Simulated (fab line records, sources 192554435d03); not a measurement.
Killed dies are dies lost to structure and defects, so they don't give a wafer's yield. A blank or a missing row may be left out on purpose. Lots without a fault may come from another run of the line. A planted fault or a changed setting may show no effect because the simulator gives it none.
Problem report in the 8D (eight disciplines) form, filled by code | flow n5_finfet | the parts of the form that need people (team, actions taken, sign-off) are left out

1. THE PROBLEM
spin_speed_rpm at N5_BEOL_M0_SAQP_COAT_34 reads a mean of 1670.2 rpm on 6 wafers of 2 lots; wafers without a fault read 1499.9 rpm with a standard deviation of 1. That is +99 or more standard deviations from the usual mean.
The step: resist thk 30 nm.
First seen on wafer L740.2, day 9 12:43, on litho_track-02. The record holds 34 wafers of 12 lots with a number at this step. Rule for "out", or "out of limits": more than 4 standard deviations from the usual mean. The other wafers with a number count as sound.

2. WHAT IT IS AND WHAT IT IS NOT
question                    | is                     | is not
which readings at this step | spin_speed_rpm         | -
which lots                  | L740, L744             | L726, L727, L728, L730, L732, L735, L736, L737, L746, L748
which wafers of those lots  | all that have a number | -
read on which tools         | litho_track-02         | litho_track-03, litho_track-05
when                        | from day 9 12:43       | up to then (22 sound wafers); but 6 sound wafers of L746, L748 came after

3. SUSPECTS, AND WHAT RULES EACH OUT
Counting: a tool at a process step up to the reading stays a suspect if it ran every lot that is out and no sound lot after the first of them.
- rie_diel-02 at N5_BEOL_M0_SAQP_DESCUM_19 (chemistry O2, time 7.9 s): ruled out as a lasting fault. Sound lots L746, L748 ran on it after its first lot that is out, L740 (day 9 07:50).
- litho_track-02 at N5_BEOL_M0_SAQP_COAT_34 (resist thk 30 nm): kept. It ran every lot that is out, first L740 (day 9 12:43), and no sound lot after that; its last sound lot up to then is L735 (day 8 06:29). Its own readings are out on those wafers: spin_speed_rpm.
Left after counting: litho_track-02 at N5_BEOL_M0_SAQP_COAT_34.

4. THE CAUSE (what the simulator had put in)
Process parameter drift: litho_track-02, from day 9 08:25 on, at N5_BEOL_M0_SAQP_COAT_34. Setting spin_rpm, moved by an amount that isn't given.
Counting left only this tool.

5. THE CHAIN OF EFFECTS, in route order
Each row: a reading whose mean over the struck wafers that have a number lies more than 3 standard deviations from the usual. Only readings for which the record gives a usual standard deviation are gone through. hours: the time from each lot's start at the first step in this table that gives one to its start at this step, as a median over the lots. sigmas: the change in usual standard deviations.
hours | step                    | reading        | usual      | on struck wafers | change | sigmas
0     | N5_BEOL_M0_SAQP_COAT_34 | spin_speed_rpm | 1499.9 rpm | 1670.2           | +170.3 | +99 or more
The process steps in it:
- N5_BEOL_M0_SAQP_COAT_34: resist thk 30 nm.

6. WHAT WOULD HAVE CAUGHT IT SOONER
In this record the first reading out of limits was taken at day 9 12:43, 4 hours after the fault began at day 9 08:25.
